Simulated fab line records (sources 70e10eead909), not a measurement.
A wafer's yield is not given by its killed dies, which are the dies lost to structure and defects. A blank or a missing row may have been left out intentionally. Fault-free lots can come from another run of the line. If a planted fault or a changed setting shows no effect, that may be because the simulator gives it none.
A lot that was struck, set against a sound lot ; flow nand harc ; 14 steps out of a route of 1302
Sound: wafers L354.1, L354.4, L354.5. The struck wafers were L360.2, L360.3, L360.6. The cause comes at the end.
Per side, at each step with rows, come the tool, then ch with its chambers, and then its first start. Under that, the readings that differ: sound wafers ; struck wafers ; difference of the means ; sigmas: that difference in standard deviations of wafers without a fault.
alike: a reading whose means differ by less than 2 such deviations, as well as words and numbers matching on both sides. not compared: withheld readings; readings where some wafer has no value; bounds like >300 that might hide an equal value; numbers whose values overlap and for which the record gives no deviation.
Wherever a step has rows on one side only, a row that says differs or no value, or a row with sigmas, the two part there. Numbers that don't overlap but have no deviation are shown without sigmas and don't part them. Lack of a reading on every wafer of one side parts them only where that side has two or more wafers.

first, 7 steps without rows for these wafers: NHARC_P_BONDPAD_COAT_36 (time 65 s); NHARC_P_BONDPAD_COAT_03 (resist thk 600 nm); NHARC_P_BONDPAD_SOFTBAKE_04 (time 70 s); NHARC_P_BONDPAD_EBR_05; NHARC_P_BONDPAD_EXPOSE_06 (exposes mask P BPAD); NHARC_P_BONDPAD_PEB_07 (peb time 80 s); NHARC_P_BONDPAD_DEVELOP_08 (time 50 s).
NHARC_P_BONDPAD_CD_MEAS_09: the cd target is 500 nm.
  sound on cd sem-01 ch 0, day 7 17:22; struck on cd sem-02 ch 0, day 10 01:31
  alike: cd nm
NHARC_P_BONDPAD_OVL_MEAS_38:
  sound: overlay-02 at day 7 17:27; struck: overlay-01 at day 10 01:36
reading;sound;struck;difference;sigmas
overlay x nm (nm);-14 -14 -14;4 5 4;+18;+3
  alike: overlay y nm
then, 1 step without rows for these wafers: NHARC_P_BONDPAD_HARDBAKE_10 (time 65 s).
NHARC_P_BONDPAD_DESCUM_11: chemistry O2, time 3 s.
  sound on rie diel-01 ch 0,1,3, day 7 17:35; struck on rie diel-12 ch 0,2,3, day 10 01:44
  alike: drypump motor current A, oes product au, rf vpp V, showerhead plenum p Torr, throttle valve pct
  not compared: rf hours counter h
NHARC_P_BONDPAD_ETCH_37: etches the open film in N2/H2, target depth 60 nm, overetch 18 nm, time 65.91 s.
  sound on rie diel-01 ch 0,1,2, day 7 17:41; struck on rie diel-12 ch 1,2, day 10 01:49
  alike: bias w, chamber pressure mTorr, drypump motor current A, n2 flow sccm, oes product au, rf vpp V, showerhead plenum p Torr, throttle valve pct
  not compared: rf hours counter h
NHARC_P_BONDPAD_ETCH_12: etches the open film in CHF3/O2, target depth 200 nm, time 100 s.
  sound on rie diel-01 ch 0,1, day 7 17:45; struck on rie diel-12 ch 0,1,3, day 10 01:54
  no value came back on the struck wafers for any of 7 readings (bias w (W), chamber pressure mTorr (mTorr) and others); on the sound wafers bias w (W) reads 199.8 199.9 200.7
  not compared: rf hours counter h
NHARC_P_BONDPAD_CD_MEAS_13:
  sound: cd sem-03 at day 7 17:53; struck: cd sem-01 at day 10 02:02
  alike: cd nm

WHERE THEY PART
Last at NHARC_P_BONDPAD_ETCH_12 as far as this record goes, first at NHARC_P_BONDPAD_OVL_MEAS_38. Later steps at which nothing parts them and some readings are alike: NHARC_P_BONDPAD_CD_MEAS_13.

WHY: whatever the simulator had introduced
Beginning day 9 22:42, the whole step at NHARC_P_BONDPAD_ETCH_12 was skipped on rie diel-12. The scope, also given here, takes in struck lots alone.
